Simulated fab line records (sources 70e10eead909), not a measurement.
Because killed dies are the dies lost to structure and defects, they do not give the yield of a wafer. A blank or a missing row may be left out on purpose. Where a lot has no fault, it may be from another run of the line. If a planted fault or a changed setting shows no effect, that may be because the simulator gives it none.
Problem report, 8D (eight disciplines) form, completed by code / flow nandHarc / the parts of the form that need people (team, actions taken, sign-off) are left out

## 1. THE PROBLEM
NHARC_END_SORT_01, killedAtArray: mean 672 over 1 wafer from 1 lot; wafers with no fault: 26, standard deviation 9.1. That is +71 standard deviations from the usual mean.
The first sign was on wafer L650.4 at day 23 11:47, on prober-02. The record holds 1 wafer of 1 lot with a number at this step. Rule for "out" (also "out of limits"): further than 4 standard deviations from the usual mean. The rest of the wafers with a number are treated as sound.

## 2. WHAT THIS IS AND IS NOT
question=which readings at this step; is=killedAtArray, killedDies; is not=killedAtOther, killedAtPeriphery, killedOpen, killedShort
question=which lots; is=L650; is not=-
question=which wafers of those lots; is=all that have a number; is not=-
question=read on which gauges; is=prober-02; is not=-
question=when; is=from day 23 11:47; is not=up to then (0 sound wafers)

## 3. WHAT RULES OUT EACH SUSPECT
Counting: a tool at a process step up to the reading stays a suspect if it ran every lot that is out and no sound lot after the first of them.
- the gauge at NHARC_END_SORT_01 has been ruled out. All the wafers that are out were read on prober-02, but those of them that NHARC_A_STAIRCASE_ETCH_201 has rows for are out there too, on other tools.
- rieDiel-02 at NHARC_A_STAIRCASE_ETCH_21 (etches the open film in C4F8/O2, target depth 100 nm, time 40.5 s): kept. It ran the lot that is out, L650 (day 14 16:15), and no sound lot after that. With no start given for some of its lots, NHARC_A_STAIRCASE_ETCH_21 uses the hours and lot order of NHARC_A_STAIRCASE_ETCH_201.
- rieDiel-02 at NHARC_A_STAIRCASE_TRIM_24 (chemistry O2, time 211.2 s): kept. It ran the lot that is out, L650 (day 14 16:15), and no sound lot after that. With no start given for some of its lots, NHARC_A_STAIRCASE_TRIM_24 uses the hours and lot order of NHARC_A_STAIRCASE_ETCH_201.
- rieDiel-02 at NHARC_A_STAIRCASE_ETCH_194 (etches the open film in C4F8/O2, target depth 100 nm, time 40.5 s): kept. It ran the lot that is out, L650 (day 14 16:15), and no sound lot after that. With no start given for some of its lots, NHARC_A_STAIRCASE_ETCH_194 uses the hours and lot order of NHARC_A_STAIRCASE_ETCH_201.
- rieDiel-02 at NHARC_A_STAIRCASE_ETCH_201 (etches the open film in C4F8/O2, target depth 100 nm, time 40.5 s): kept. It ran the lot that is out, L650 (day 14 16:15), and no sound lot after that. Its own readings are out on those wafers: oesProductAu.
Left after counting: rieDiel-02 at NHARC_A_STAIRCASE_ETCH_21, rieDiel-02 at NHARC_A_STAIRCASE_TRIM_24, rieDiel-02 at NHARC_A_STAIRCASE_ETCH_194, rieDiel-02 at NHARC_A_STAIRCASE_ETCH_201.

## 4. THE CAUSE (what the simulator had put in)
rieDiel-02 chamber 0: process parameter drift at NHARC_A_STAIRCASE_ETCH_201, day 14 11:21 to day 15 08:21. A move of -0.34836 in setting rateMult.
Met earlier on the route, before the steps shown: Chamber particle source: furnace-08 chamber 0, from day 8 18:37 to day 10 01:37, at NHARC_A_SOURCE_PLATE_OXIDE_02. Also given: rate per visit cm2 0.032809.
Counting leaves 4 suspects; this tool is one of them.

## 5. THE CHAIN OF EFFECTS, in route order
Rows list readings where the struck wafers' mean (over those with a number) sits beyond 3 standard deviations from the usual. Scope: only readings with a usual standard deviation given in the record; hours: median across lots of the time from each lot's start at the first step in this table that gives one to its start at this step; sigmas: change in usual standard deviations.
hours=0; step=NHARC_A_STAIRCASE_ETCH_201; reading=oesProductAu; usual=0.941 a.u.; on struck wafers=0.753; change=-0.188; sigmas=-11
hours=212; step=NHARC_END_SORT_01; reading=killedAtArray; usual=26; on struck wafers=672; change=+646; sigmas=+71
hours=212; step=NHARC_END_SORT_01; reading=killedDies; usual=30; on struck wafers=677; change=+647; sigmas=+70
The process steps in it:
- NHARC_A_STAIRCASE_ETCH_201: etches the open film in C4F8/O2, target depth 100 nm, time 40.5 s.

## 6. HOW IT WOULD HAVE BEEN CAUGHT EARLIER
The first out-of-limits reading at a measuring or inspecting step in this record came at day 23 11:47, 216 hours after the fault's start at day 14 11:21.
At NHARC_A_STAIRCASE_ETCH_201, the tool's own readings (oesProductAu) were out on each struck wafer the step has a row for, so an alarm limit on them would have fired on the first such wafer.
All the lots that are out (1) had begun NHARC_A_STAIRCASE_ETCH_201 on rieDiel-02 by day 23 11:47. Had the tool been put on hold then, not one of them would have been saved.
